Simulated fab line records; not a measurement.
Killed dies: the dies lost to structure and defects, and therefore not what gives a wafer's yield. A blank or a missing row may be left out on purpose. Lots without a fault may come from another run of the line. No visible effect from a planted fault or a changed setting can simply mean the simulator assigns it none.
Chamber matching || flow n5_finfet || N5_BEOL_M13_DEP_53 on pecvd-04: 3 sister chambers
The step deposits SiCN from 3MS/NH3, target thk 50 nm, time 17.8 s. 6 wafers are shown with their chamber, then 7 later ones without.

WAFERS PAIRED WITH THEIR CHAMBERS
{"wafer": "L085.5", "chamber": 2, "throttle_valve_pct (%)": 17.2, "showerhead_plenum_p_Torr (Torr)": 4.158}
{"wafer": "L088.1", "chamber": 2, "throttle_valve_pct (%)": 17.1, "showerhead_plenum_p_Torr (Torr)": 4.154}
{"wafer": "L088.3", "chamber": 1, "throttle_valve_pct (%)": 19.9, "showerhead_plenum_p_Torr (Torr)": 4.126}
{"wafer": "L088.5", "chamber": 1, "throttle_valve_pct (%)": 19.9, "showerhead_plenum_p_Torr (Torr)": 4.119}
{"wafer": "L090.1", "chamber": 0, "throttle_valve_pct (%)": 20.1, "showerhead_plenum_p_Torr (Torr)": 4.175}
{"wafer": "L090.5", "chamber": 0, "throttle_valve_pct (%)": 20.2, "showerhead_plenum_p_Torr (Torr)": 4.165}

WAFERS WITHOUT THEIR CHAMBER
{"wafer": "L090.6", "throttle_valve_pct (%)": 19.8, "showerhead_plenum_p_Torr (Torr)": 4.126}
{"wafer": "L093.2", "throttle_valve_pct (%)": 19.9, "showerhead_plenum_p_Torr (Torr)": 4.132}
{"wafer": "L093.4", "throttle_valve_pct (%)": 19.7, "showerhead_plenum_p_Torr (Torr)": 4.130}
{"wafer": "L093.5", "throttle_valve_pct (%)": 20.1, "showerhead_plenum_p_Torr (Torr)": 4.160}
{"wafer": "L097.4", "throttle_valve_pct (%)": 17.4, "showerhead_plenum_p_Torr (Torr)": 4.150}
{"wafer": "L097.5", "throttle_valve_pct (%)": 20.0, "showerhead_plenum_p_Torr (Torr)": 4.153}
{"wafer": "L097.6", "throttle_valve_pct (%)": 17.3, "showerhead_plenum_p_Torr (Torr)": 4.166}

WHICH CHAMBER EACH WENT THROUGH
{"wafer": "L090.6", "from the rows above": 1, "in truth": 1}
{"wafer": "L093.2", "from the rows above": 1, "in truth": 1}
{"wafer": "L093.4", "from the rows above": 1, "in truth": 1}
{"wafer": "L093.5", "from the rows above": 0, "in truth": 0}
{"wafer": "L097.4", "from the rows above": 2, "in truth": 2}
{"wafer": "L097.5", "from the rows above": "can't be placed: 0 or 1", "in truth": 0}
{"wafer": "L097.6", "from the rows above": 2, "in truth": 2}
Placed correctly: 6 of 7. These rows do not allow placing 1 (true chamber among the candidates in 1). Placed wrongly: 0.
How it was worked out, from the rows above alone: a wafer's distance from a chamber is the root of the sum, over the readings, of the square of ((its reading less the chamber's mean) divided by the reading's scatter). The wafer belongs to the nearest chamber; if the next one is less than 2 further off, it can't be placed. The mean given for a chamber averages the wafers shown for that chamber. The scatter: the root of (the sum of the squares of (reading less its chamber's mean) over the shown wafers, divided by (wafers less chambers)).
